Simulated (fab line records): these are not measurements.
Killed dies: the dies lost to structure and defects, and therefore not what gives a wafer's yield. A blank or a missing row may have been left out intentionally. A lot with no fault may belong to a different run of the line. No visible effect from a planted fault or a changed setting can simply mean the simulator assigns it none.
fab line records	flow n5_finfet
[record] lots = 7	wafers = 20	last_day = 19
route steps=1938 shown BEOL_M10@1475 PASSIVATION@1936
lots with no fault: from the same line, run without faults
start_h: hours from the record's first day to the start of the lot's first wafer shown	wait_h: how many hours have passed since the lot's step before this one	" identical to the entry in the row above	L1.1+2: a single row standing in for several wafers	- no value, or no start was given	* or withheld: withheld	< > ~ a bound
route shown NAME@n: names a module that has steps shown in the file, with the first one's number in the route	usual: mean and standard deviation over wafers with no fault	same: alike in all rows	chamber/n: place in a boat	sites: each site's reading	_std_site: standard deviation of those values	_edge_site: mean of outer sites minus mean of inner sites	radius_mm: how far each site lies from the wafer's centre	mask NAME#n: copy n	behind: the most recent tool/chamber to have shaped the wafer	hold: why the lot went on hold/how many hours it stayed there/how the hold came to an end	device: which transistor (n, p or np) failed to switch	end of line: at the end of the route, the tests of the same wafers	a step without rows: its recipe alone	killed: count of dies lost to structure and defects at first sort (not the wafer's yield)	map: shows each die of a wafer: x if killed, . if not, _ if none is there
set.NAME: the setting that was run; set.NAME@STEP: the one run at that earlier step	model.NAME: the simulator's own value behind a step, which no gauge read
lots at selected steps of the route; one table per step, one row per wafer
services: from which hour (start_h, from the record's first day; less than 0 if before it) a tool's chamber was out of use, for how many hours, and why
[[steps]]
[step N5_BEOL_M10_COAT_59]
[recipe] resist = SOC	temp_c = 250	time_s = 60	spin_rpm = 1500	resist_thk_nm = 100
[step N5_BEOL_M10_COAT_60]
[recipe] resist = SiARC	temp_c = 220	time_s = 60	spin_rpm = 1500	resist_thk_nm = 30
[step N5_BEOL_M10_COAT_05]
[recipe] resist = CAR-ArF	spin_rpm = 1500	resist_thk_nm = 90
[step N5_BEOL_M10_EBR_07]
[recipe] solvent = PGMEA	ebr_width_mm = 1.5
[step N5_BEOL_M10_SOFTBAKE_06]
[recipe] temp_c = 110	time_s = 60	resist = CAR-ArF
[step N5_BEOL_M10_EXPOSE_08]
[recipe] mask_id = M10	na = 1.35	source_shape = dipole	sigma_inner = 0.411	sigma_outer = 0.611	polarization = te	dose_mj = 53.75
[step N5_BEOL_M10_PEB_09]
[recipe] peb_temp_c = withheld	peb_time_s = 60	resist = CAR-ArF
[step N5_BEOL_M10_DEVELOP_10]
[recipe] develop_time_s = 30	developer = TMAH	resist = CAR-ArF	rinse_liquid = diw	dry = air_spin	dev_temp_c = 23
[step N5_BEOL_M10_CD_MEAS_11]
[recipe] target_cd_nm = 64.1	landing_energy_ev = 500	detector = se_inlens	polarity = opening
[usual] cd_nm = 64.5/0.52
lot.wafer	tool	chamber	start_h	wait_h	cd_nm
L292.1	cd_sem-01	0	260.58	-	64.7
L292.5	"	0	"	"	64.7
L292.6	"	0	"	"	65.0
L293.2	cd_sem-03	0	278.87	-	65.3
L293.4	"	0	"	"	64.2
L293.5	"	0	"	"	64.2
L295.2	cd_sem-01	0	284.50	-	64.2
L295.5	"	0	"	"	63.6
L295.6	"	0	"	"	64.3
L296.2	cd_sem-03	0	285.02	-	65.7
L296.3	"	0	"	"	65.5
L296.5	"	0	"	"	64.5
L298.3	cd_sem-02	0	312.05	-	64.2
L298.5	"	0	"	"	64.6
L308.2	cd_sem-01	0	370.89	-	65.5
L308.4	"	0	"	"	65.1
L308.6	"	0	"	"	64.9
L311.1	cd_sem-01	0	388.72	-	63.7
L311.2	"	0	"	"	64.2
L311.6	"	0	"	"	65.2
[step N5_BEOL_M10_OVL_MEAS_12]
[recipe] points_per_wafer = 44
[usual] M10_OVL = 0.0/0.72
lot.wafer	tool	chamber	start_h	wait_h	M10_OVL[nm]
L292.1	overlay-01	0	260.61	0.0	0.3
L292.5	"	0	"	"	0.2
L292.6	"	0	"	"	0.5
L293.2	overlay-02	0	278.90	0.0	-1.7
L293.4	"	0	"	"	0.6
L293.5	"	0	"	"	-0.8
L295.2	overlay-01	0	284.53	0.0	-0.4
L295.5	"	0	"	"	0.3
L295.6	"	0	"	"	1.0
L296.2	overlay-02	0	285.05	0.0	0.4
L296.3	"	0	"	"	-0.7
L296.5	"	0	"	"	-0.7
L298.3	overlay-02	0	312.07	0.0	0.6
L298.5	"	0	"	"	0.5
L308.2	overlay-01	0	370.92	0.0	0.6
L308.4	"	0	"	"	0.3
L308.6	"	0	"	"	1.2
L311.1	overlay-01	0	388.75	0.0	-0.4
L311.2	"	0	"	"	0.0
L311.6	"	0	"	"	1.2
[step N5_BEOL_M10_INSPECT_13]
[recipe] mode = adi	inspect_instrument = brightfield
[usual] raw_defect_count = 434/110
lot.wafer	tool	chamber	start_h	wait_h	raw_defect_count
L292.1	defect_inspect-01	-	260.63	0.0	355
L292.5	"	-	"	"	321
L292.6	"	-	"	"	401
L293.2	defect_inspect-02	-	278.92	0.0	531
L293.4	"	-	"	"	440
L293.5	"	-	"	"	331
L295.2	defect_inspect-01	-	284.55	0.0	415
L295.5	"	-	"	"	374
L295.6	"	-	"	"	329
L296.2	defect_inspect-01	-	285.07	0.0	351
L296.3	"	-	"	"	393
L296.5	"	-	"	"	297
L298.3	defect_inspect-02	-	312.10	0.0	373
L298.5	"	-	"	"	458
L308.2	defect_inspect-01	-	370.94	0.0	376
L308.4	"	-	"	"	414
L308.6	"	-	"	"	360
L311.1	defect_inspect-02	-	388.77	0.0	389
L311.2	"	-	"	"	579
L311.6	"	-	"	"	623
[step N5_BEOL_M10_DESCUM_16]
[recipe] chemistry = O2	time_s = 7.9	source_power_w = 50	bias_power_w = 20	pressure_mtorr = 20	rf_frequency_hz = 2.712e+07	temp_c = 40	resist = CAR-ArF	o2_flow_sccm = 225
[usual] drypump_motor_current_A = 5.7/0.54	oes_product_au = 0.80/0.082	rf_vpp_V = 242.9/1.4	showerhead_plenum_p_Torr = 2.07/0.072	throttle_valve_pct = 20.36/0.21
lot.wafer	tool	chamber	start_h	wait_h	drypump_motor_current_A	oes_product_au	rf_hours_counter_h	rf_vpp_V	showerhead_plenum_p_Torr	throttle_valve_pct
L292.1	rie_diel-03	1	260.94	0.3	6.3	0.78	128	242.5	2.08	20.01
L292.5	"	0	"	"	5.2	0.75	-	244.4	2.17	20.46
L292.6	"	1	"	"	6.3	0.77	-	242.4	2.08	20.03
L293.2	rie_diel-04	2	278.95	0.0	6.8	0.65	249	242.6	2.04	20.81
L293.4	"	3	"	"	5.8	0.67	222	243.2	2.07	20.29
L293.5	"	0	"	"	4.9	0.78	-	241.1	2.03	20.57
L295.2	rie_diel-03	2	284.61	0.1	5.6	0.80	109	242.6	2.03	20.65
L295.5	"	2	"	"	5.6	0.80	-	241.8	2.03	20.65
L295.6	"	1	"	"	6.2	0.77	-	243.9	2.08	20.03
L296.2	rie_diel-03	3	285.11	0.0	5.7	0.77	130	241.9	2.00	20.29
L296.3	"	0	"	"	5.2	0.75	144	245.6	2.17	20.49
L296.5	"	1	"	"	6.3	0.77	-	244.5	2.08	20.03
L298.3	rie_diel-03	1	312.17	0.1	6.3	0.76	142	242.8	2.07	20.04
L298.5	"	1	"	"	6.3	0.77	-	243.2	2.07	20.03
L308.2	rie_diel-04	1	371.14	0.2	5.7	0.70	245	240.9	1.97	20.19
L308.4	"	3	"	"	5.8	0.95	5	241.7	2.06	19.98
L308.6	"	1	"	"	5.7	0.69	-	241.8	1.97	20.21
L311.1	rie_diel-04	0	389.04	0.3	4.9	0.75	170	241.2	2.01	20.61
L311.2	"	2	"	"	6.7	0.89	27	243.1	2.03	20.46
L311.6	"	2	"	"	6.7	0.89	-	242.8	2.03	20.46
[step N5_BEOL_M10_ETCH_61]
[recipe] chemistry = CF4	target = SiARC	target_depth_a = 390	mask_material = CAR-ArF	time_s = 65	ion_energy_ev = 80	pressure_mtorr = 40	source_w = 545	bias_w = 36	Ar_flow_sccm = 100	cf4_flow_sccm = 100	ends = cleared
[usual] cf4_flow_sccm = 100.0/0.32	drypump_motor_current_A = 5.7/0.54	etch_rf_on_time_s = 65.0/1.3	oes_product_au = 0.69/0.07	rf_vpp_V = 183.8/1.2	showerhead_plenum_p_Torr = 2.13/0.075	throttle_valve_pct = 15.58/0.17
lot.wafer	tool	chamber	start_h	wait_h	cf4_flow_sccm	drypump_motor_current_A	etch_rf_on_time_s	oes_product_au	rf_hours_counter_h	rf_vpp_V	showerhead_plenum_p_Torr	throttle_valve_pct
L292.1	rie_diel-03	1	260.97	0.0	99.9	6.3	65.0	0.65	128	184.6	2.16	15.39
L292.5	"	0	"	"	100.3	5.2	65.9	0.65	-	185.2	2.23	15.71
L292.6	"	1	"	"	99.9	6.3	64.8	0.66	-	183.4	2.15	15.40
L293.2	rie_diel-04	2	278.99	0.0	100.5	6.8	67.7	0.56	249	181.9	2.11	16.11
L293.4	"	3	"	"	100.0	5.8	65.2	0.59	222	184.4	2.13	15.65
L293.5	"	0	"	"	100.0	5.0	65.4	0.67	-	183.4	2.06	15.64
L295.2	rie_diel-03	2	284.64	0.0	99.5	5.6	81.8	0.60	109	181.1	2.06	15.72
L295.5	"	2	"	"	99.2	5.7	66.7	0.68	-	183.7	2.06	15.71
L295.6	"	1	"	"	100.3	6.2	64.7	0.65	-	184.5	2.15	15.40
L296.2	rie_diel-03	3	285.14	0.0	100.3	5.7	79.6	0.59	130	183.7	2.06	15.44
L296.3	"	0	"	"	99.5	5.2	80.2	0.57	144	185.4	2.23	15.73
L296.5	"	1	"	"	99.8	6.3	64.8	0.66	-	183.6	2.15	15.41
L298.3	rie_diel-03	1	312.21	0.0	100.3	6.2	80.1	0.58	142	183.2	2.15	15.40
L298.5	"	1	"	"	99.9	6.3	65.0	0.65	-	183.4	2.15	15.43
L308.2	rie_diel-04	1	371.17	0.0	99.8	5.7	64.3	0.61	245	183.2	2.03	15.51
L308.4	"	3	"	"	99.7	5.8	63.6	0.81	5	182.7	2.12	15.19
L308.6	"	1	"	"	99.8	5.7	63.9	0.61	-	182.2	2.03	15.51
L311.1	rie_diel-04	0	389.07	0.0	100.3	5.0	66.5	0.64	170	182.3	2.05	15.75
L311.2	"	2	"	"	99.4	6.8	66.2	0.76	27	182.1	2.10	15.66
L311.6	"	2	"	"	99.5	6.8	66.2	0.76	-	182.2	2.10	15.69
[step N5_BEOL_M10_ETCH_62]
[recipe] chemistry = N2/H2	target = SOC	target_depth_a = 1100	overetch_a = 220	mask_material = SiARC	temp_c = 40	time_s = 165	ion_energy_ev = 200	pressure_mtorr = 30	source_w = 840	bias_w = 150	n2_flow_sccm = 200	h2_flow_sccm = 200
[usual] drypump_motor_current_A = 5.7/0.54	oes_product_au = 0.68/0.066	rf_vpp_V = 523.4/2.8	showerhead_plenum_p_Torr = 2.52/0.088	throttle_valve_pct = 17.72/0.22
lot.wafer	tool	chamber	start_h	wait_h	drypump_motor_current_A	oes_product_au	rf_hours_counter_h	rf_vpp_V	showerhead_plenum_p_Torr	throttle_valve_pct
L292.1	rie_diel-03	1	261.02	0.0	6.3	0.66	128	524.0	2.54	17.41
L292.5	"	0	"	"	5.1	0.65	-	527.4	2.63	17.81
L292.6	"	1	"	"	6.3	0.66	-	524.8	2.54	17.42
L293.2	rie_diel-04	2	279.04	0.0	6.8	0.57	249	523.3	2.50	18.31
L293.4	"	3	"	"	5.8	0.58	222	524.2	2.51	17.63
L293.5	"	0	"	"	4.9	0.68	-	521.6	2.44	17.89
L295.2	rie_diel-03	2	284.69	0.0	5.6	0.67	109	520.5	2.45	17.96
L295.5	"	2	"	"	5.6	0.68	-	522.0	2.45	17.97
L295.6	"	1	"	"	6.3	0.65	-	524.1	2.54	17.43
L296.2	rie_diel-03	3	285.19	0.0	5.7	0.67	130	520.6	2.44	17.73
L296.3	"	0	"	"	5.2	0.64	144	527.7	2.63	17.83
L296.5	"	1	"	"	6.3	0.65	-	524.6	2.54	17.43
L298.3	rie_diel-03	1	312.26	0.0	6.3	0.64	142	524.5	2.53	17.43
L298.5	"	1	"	"	6.3	0.64	-	524.2	2.53	17.43
L308.2	rie_diel-04	1	371.22	0.0	5.7	0.60	245	520.1	2.40	17.60
L308.4	"	3	"	"	5.8	0.79	5	523.9	2.49	17.25
L308.6	"	1	"	"	5.7	0.60	-	519.8	2.40	17.59
L311.1	rie_diel-04	0	389.12	0.0	5.0	0.64	170	519.5	2.42	17.98
L311.2	"	2	"	"	6.8	0.76	27	521.2	2.49	17.92
L311.6	"	2	"	"	6.8	0.77	-	522.7	2.49	17.90
[step N5_PASSIVATION_PROBE_49]
[usual] defect_limited_yield = 91.2/1.4	killed_at_M0_to_M3 = 34/9.4	killed_at_M4_up = 14/5.6	killed_at_contacts = 13/7.8	killed_at_front_end = 37/10	killed_at_other = 4/3.3	killed_dies = 103/17	killed_open = 68/13	killed_short = 33/8.2	sort_bin_5_function = 5.1/0.92	sort_bin_6_memory = 3.3/0.71	sort_n_pass = 1077/17	sort_yield_pct = 91.2/1.4
[same] gross_dies = 1180	killed_at_back_side = 0	sort_bin_4_leakage[%] = 0	sort_bin_8_speed[%] = 0
lot.wafer	tool	chamber	start_h	wait_h	defect_limited_yield[%]	killed_at_M0_to_M3	killed_at_M4_up	killed_at_contacts	killed_at_front_end	killed_at_other	killed_dies	killed_open	killed_short	sort_bin_5_function[%]	sort_bin_6_memory[%]	sort_n_pass	sort_yield_pct[%]
L296.2	prober-02	-	343.88	0.1	92.8	20	9	8	45	3	85	59	24	4.0	3.1	1095	92.8
L296.3	prober-02	-	343.93	0.1	91.5	24	14	12	44	6	100	67	33	5.5	2.8	1080	91.5
L296.5	prober-02	-	344.03	0.2	90.4	25	19	10	52	7	113	78	34	5.8	3.3	1067	90.4
L298.5	prober-01	-	362.97	0.2	91.9	28	7	21	30	10	96	66	30	4.9	2.9	1084	91.9
// killed by level:class
L296.2 STI_FIN_REVEAL:geometric_particle:open=16 MOL_CONTACT_COAG:geometric_particle:open=7 BEOL_M0_SAQP:geometric_particle:short=6 FIN_SAQP:geometric_particle:short=4 BEOL_M0_SAQP:geometric_particle:open=4 STI_FIN_REVEAL:geometric_particle:short=3 DUMMY_GATE:geometric_particle:open=3 ILD0:geometric_particle:open=3
L296.3 STI_FIN_REVEAL:geometric_particle:open=12 MOL_CONTACT_COAG:geometric_particle:open=10 FIN_SAQP:geometric_particle:open=8 BEOL_M0_SAQP:geometric_particle:short=8 FIN_SAQP:geometric_particle:short=6 GATE_CUT:geometric_particle:short=6 BEOL_M5:geometric_particle:open=5 BEOL_M0_SAQP:geometric_particle:open=4
L296.5 STI_FIN_REVEAL:geometric_particle:open=17 MOL_CONTACT_COAG:geometric_particle:open=10 BEOL_M0_SAQP:geometric_particle:open=9 FIN_SAQP:geometric_particle:open=7 STI_FIN_REVEAL:geometric_particle:short=7 BEOL_M4:geometric_particle:open=6 ILD0:geometric_particle:open=4 FIN_SAQP:geometric_particle:short=4
L298.5 MOL_CONTACT_COAG:geometric_particle:open=17 FIN_SAQP:geometric_particle:short=9 BEOL_M2:geometric_particle:open=8 FIN_SAQP:geometric_particle:open=7 BEOL_M0:geometric_particle:open=5 MOL_CONTACT_COAG:geometric_particle:short=4 BEOL_M3:geometric_particle:open=4 MIM_TOP:geometric_particle:open=4
[[services]]
tool	chamber	start_h	hours	kind
rie_diel-03	1	265.87	8.3	repair
rie_diel-04	2	281.12	-	clean
rie_diel-04	2	281.12	-	consumable_replace:focus_ring
rie_diel-04	2	281.12	32.3	scheduled_down
rie_diel-04	2	281.12	32.3	vent_cycle
rie_diel-03	0	314.36	19.1	repair
rie_diel-03	1	319.35	9.5	repair
rie_diel-03	3	338.59	11.0	repair
rie_diel-04	3	341.90	-	clean
rie_diel-04	3	341.90	-	consumable_replace:focus_ring
rie_diel-04	3	341.90	15.6	scheduled_down
rie_diel-04	3	341.90	15.6	vent_cycle
rie_diel-04	2	358.26	6.6	repair
rie_diel-03	2	380.00	12.7	repair
rie_diel-04	1	384.22	-	clean
rie_diel-04	1	384.22	-	consumable_replace:focus_ring
rie_diel-04	1	384.22	-	consumable_replace:showerhead
rie_diel-04	1	384.22	16.0	scheduled_down
rie_diel-04	1	384.22	16.0	vent_cycle
[[key]]
[first_sign] step = N5_BEOL_M10_ETCH_61	reading = etch_rf_on_time_s	direction = up	sigmas = 12	usual = *	struck = *
effect none on later readings
met_at N5_BEOL_M10_ETCH_61
struck_wafers L295.2,L296.2,L296.3,L298.3
onset_between 260.97 284.64
[fault] kind = process_parameter_drift	tool = rie_diel-03	chamber = -	onset_h = 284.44	steps = N5_BEOL_M10_ETCH_61	channel = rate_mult	offset = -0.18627	shape = step	end_h = 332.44	scope = struck_wafers_only
